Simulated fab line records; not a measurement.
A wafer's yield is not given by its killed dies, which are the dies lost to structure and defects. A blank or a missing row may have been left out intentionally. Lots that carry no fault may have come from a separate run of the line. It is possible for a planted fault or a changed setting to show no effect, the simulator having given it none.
Matching of chambers + flow nandHarc + 4 sister chambers for NHARC_P_GATE_DESCUM_13 on rieDiel-02
The step chemistry O2, time 3 s. 20 wafers are shown with their chamber, then 10 later ones without.

## WAFERS PAIRED WITH THEIR CHAMBERS
| wafer  | chamber | showerheadPlenumPTorr (Torr) | drypumpMotorCurrentA (A) | oesProductAu (a.u.) |
|--------|---------|------------------------------|--------------------------|---------------------|
| L077.4 | 2       | 2.00                         | 4.9                      | 0.998               |
| L077.5 | 2       | 2.00                         | 4.9                      | 0.999               |
| L077.6 | 3       | 2.00                         | 5.2                      | 1.010               |
| L079.3 | 0       | 2.01                         | 5.2                      | 0.990               |
| L079.4 | 2       | 2.00                         | 4.9                      | 0.997               |
| L079.5 | 3       | 2.00                         | 5.2                      | 1.006               |
| L081.1 | 1       | 1.94                         | 5.7                      | 0.989               |
| L081.2 | 0       | 2.01                         | 5.3                      | 1.001               |
| L081.3 | 2       | 2.00                         | 4.9                      | 0.996               |
| L081.4 | 3       | 2.00                         | 5.3                      | 1.005               |
| L081.5 | 1       | 1.94                         | 5.7                      | 0.989               |
| L081.6 | 2       | 2.00                         | 4.9                      | 0.994               |
| L085.3 | 1       | 1.94                         | 5.7                      | 1.005               |
| L085.5 | 3       | 1.99                         | 5.2                      | 0.992               |
| L085.6 | 0       | 2.00                         | 5.3                      | 0.996               |
| L089.2 | 0       | 2.00                         | 5.3                      | 1.026               |
| L089.3 | 0       | 2.00                         | 5.2                      | 1.026               |
| L089.5 | 2       | 2.00                         | 4.9                      | 1.003               |
| L091.2 | 0       | 2.00                         | 5.3                      | 1.006               |
| L091.5 | 1       | 1.94                         | 5.6                      | 0.970               |

SIGNATURES (means of the wafers above)
| reading               | chamber 0 | chamber 1 | chamber 2 | chamber 3 | scatter within a chamber |
|-----------------------|-----------|-----------|-----------|-----------|--------------------------|
| showerheadPlenumPTorr | 2.0033    | 1.9400    | 2.0000    | 1.9975    | 0.00361                  |
| drypumpMotorCurrentA  | 5.267     | 5.675     | 4.900     | 5.225     | 0.0421                   |
| oesProductAu          | 1.00750   | 0.98825   | 0.99783   | 1.00325   | 0.0112                   |
Rule: distance of a wafer from a chamber = root of the sum over the readings of ((wafer's reading minus chamber's mean) / reading's scatter) squared. If the next closest chamber is less than 2 further off than the closest, the wafer can't be placed; otherwise it belongs to the closest. How the scatter is found: for the shown wafers, subtract from each reading the mean of its chamber, square and add these, divide the total by (wafers less chambers), then take the root.

## WAFERS WITHOUT THEIR CHAMBER
| wafer  | showerheadPlenumPTorr (Torr) | drypumpMotorCurrentA (A) | oesProductAu (a.u.) |
|--------|------------------------------|--------------------------|---------------------|
| L091.6 | 2.00                         | 5.3                      | 1.011               |
| L093.2 | 1.99                         | 5.3                      | 0.985               |
| L093.4 | 2.00                         | 5.3                      | 1.010               |
| L093.5 | 2.00                         | 5.3                      | 1.016               |
| L093.1 | 2.00                         | 4.9                      | 1.001               |
| L093.3 | 1.94                         | 5.7                      | 0.994               |
| L093.6 | 1.99                         | 5.3                      | 0.986               |
| L094.3 | 1.99                         | 5.3                      | 0.991               |
| L094.4 | 1.94                         | 5.7                      | 0.995               |
| L094.6 | 1.99                         | 5.3                      | 0.987               |

## EACH ONE'S CHAMBER
| wafer  | from the rows above     | in truth |
|--------|-------------------------|----------|
| L091.6 | can't be placed: 0 or 3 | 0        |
| L093.2 | can't be placed: 3 or 0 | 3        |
| L093.4 | can't be placed: 0 or 3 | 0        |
| L093.5 | can't be placed: 0 or 3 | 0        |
| L093.1 | 2                       | 2        |
| L093.3 | 1                       | 1        |
| L093.6 | can't be placed: 3 or 0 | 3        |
| L094.3 | can't be placed: 3 or 0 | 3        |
| L094.4 | 1                       | 1        |
| L094.6 | can't be placed: 3 or 0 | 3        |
3 of 10 placed correctly. These rows do not allow placing 7 (true chamber among the candidates in 7). 0 placed wrongly.
